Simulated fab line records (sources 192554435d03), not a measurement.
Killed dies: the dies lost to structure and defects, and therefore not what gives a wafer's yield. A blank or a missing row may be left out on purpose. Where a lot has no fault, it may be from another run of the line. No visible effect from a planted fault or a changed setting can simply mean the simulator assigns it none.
A single fault, viewed from 3 desks + flow n5-finfet + each desk holds nothing but its own numbers, with what lay behind them at the end
Where a reading is given only as a bound, like >300, the bound stands for it, and a mean or a difference that rests on one is marked > or <: the true number lies beyond.

AT THE TOOL OWNER'S DESK: pecvd-02
The tool's own readings at N5_BEOL_M0_SAQP_PECVD_00 (deposits SiCN from 3MS/NH3, target thk 8 nm, time 14 s): means of the sampled wafers that have a number, for each lot that ran on this tool. A lot is out of limits, marked OUT, if its mean lies more than 4 standard deviations from the usual mean; the brackets give that distance.
Columns: A = showerhead-plenum-p-Torr at N5_BEOL_M0_SAQP_PECVD_00, usual 3.667 Torr; B = showerhead-vpp-V at N5_BEOL_M0_SAQP_PECVD_00, usual 896 V; C = throttle-valve-pct at N5_BEOL_M0_SAQP_PECVD_00, usual 9.1 %
| lot  | first seen here | A     | B   | C   |
|------|-----------------|-------|-----|-----|
| L642 | day 5 11:27     | 3.657 | 915 | 9.2 |
| L646 | day 6 07:11     | 3.666 | 872 | 8.9 |
| L653 | day 8 07:22     | 3.672 | 875 | 9.1 |
This desk's verdict: no lot among the 3 shows anything out of limits.

THE DEFECT DESK
Counts from the inspections along the route, per lot, as means over the sampled wafers that have a number. A lot is out of limits, marked OUT, if its mean lies more than 4 standard deviations from the usual mean; the brackets give that distance.
Columns: A = raw-defect-count at N5_MOL_CONTACT_COAG_INSPECT_97, usual 46; B = raw-defect-count at N5_BEOL_M0_SAQP_INSPECT_16, usual 478; C = raw-defect-count at N5_BEOL_M0_SAQP_INSPECT_42, usual 299; D = raw-defect-count at N5_BEOL_M0_CUTY_INSPECT_59, usual 2.0
| lot  | first seen here | A  | B   | C   | D               |
|------|-----------------|----|-----|-----|-----------------|
| L642 | day 5 11:08     | 40 | 483 | 371 | 3.0             |
| L644 | day 5 19:01     | 32 | 379 | 210 | 2.3             |
| L646 | day 6 06:53     | 43 | 576 | 355 | 0.3             |
| L652 | day 8 01:01     | 34 | 370 | 287 | 3.3             |
| L653 | day 8 07:02     | 28 | 846 | 608 | >101 (>+66) OUT |
| L659 | day 9 18:14     | 38 | 637 | 258 | 0.7             |
| L663 | day 10 17:10    | 69 | 547 | 369 | 1.0             |
| L664 | day 10 23:08    | 51 | 665 | 388 | 2.3             |
This desk finds L653 out of limits, L653 being first, at day 8 16:53 (raw-defect-count at N5_BEOL_M0_CUTY_INSPECT_59). Within limits: L642, L644, L646, L652, L659, L663, L664.

THE METROLOGY DESK
What the gauges read for every lot (on any tool): the sampled wafers with a number, averaged. A lot is out of limits, marked OUT, if its mean lies more than 4 standard deviations from the usual mean; the brackets give that distance. Readings shown: 7 of its 10, picked as those furthest out on some lot.
Columns: A = DIBL_P at N5_BEOL_M4_RC_MEAS_101, usual 35.9 mV/V; B = IOFF_N at N5_BEOL_M4_RC_MEAS_101, usual 0.16 nA/um; C = ION_P at N5_BEOL_M4_RC_MEAS_101, usual 461 uA/um; D = SS_N at N5_BEOL_M4_RC_MEAS_101, usual 71.4 mV/dec; E = SS_P at N5_BEOL_M4_RC_MEAS_101, usual 73.2 mV/dec; F = VT_N at N5_BEOL_M4_RC_MEAS_101, usual 250 mV; G = VT_P at N5_BEOL_M4_RC_MEAS_101, usual -251 mV
| lot  | first seen here | A    | B    | C   | D    | E    | F   | G    |
|------|-----------------|------|------|-----|------|------|-----|------|
| L642 | day 7 19:40     | 35.3 | 0.16 | 459 | 71.9 | 73.2 | 249 | -253 |
| L644 | day 7 21:46     | 33.6 | 0.12 | 455 | 71.0 | 72.3 | 255 | -254 |
| L646 | day 8 20:38     | 37.3 | 0.18 | 466 | 71.5 | 73.3 | 249 | -247 |
| L652 | day 10 06:25    | 36.8 | 0.19 | 464 | 72.0 | 74.2 | 247 | -251 |
| L653 | day 10 22:46    | 37.4 | 0.17 | 460 | 72.2 | 73.4 | 249 | -250 |
| L659 | day 12 09:31    | 36.9 | 0.15 | 446 | 72.0 | 73.6 | 252 | -256 |
| L663 | day 12 23:56    | 35.7 | 0.14 | 460 | 71.5 | 73.6 | 251 | -254 |
| L664 | day 13 21:09    | 34.1 | 0.13 | 466 | 70.8 | 72.7 | 251 | -252 |
This desk's verdict: no lot among the 8 shows anything out of limits.

PUT TOGETHER
The defect desk could have raised an alarm at day 8 16:53, on L653.
The tool owner's desk saw nothing out of limits.
From the metrology desk's view, nothing was out of limits.
On record at the tool owner's desk: L653, within its limits.
The metrology desk holds a record of L653, inside its limits.
Of the lots named, all ran N5_BEOL_M0_SAQP_PECVD_00 on pecvd-02.

WHAT HAD BEEN PUT IN BY THE SIMULATOR
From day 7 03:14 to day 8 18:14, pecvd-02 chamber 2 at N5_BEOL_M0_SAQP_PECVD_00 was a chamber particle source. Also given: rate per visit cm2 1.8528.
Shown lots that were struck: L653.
Hours from the fault's start to each desk's first reading out of limits: the defect desk, 38.
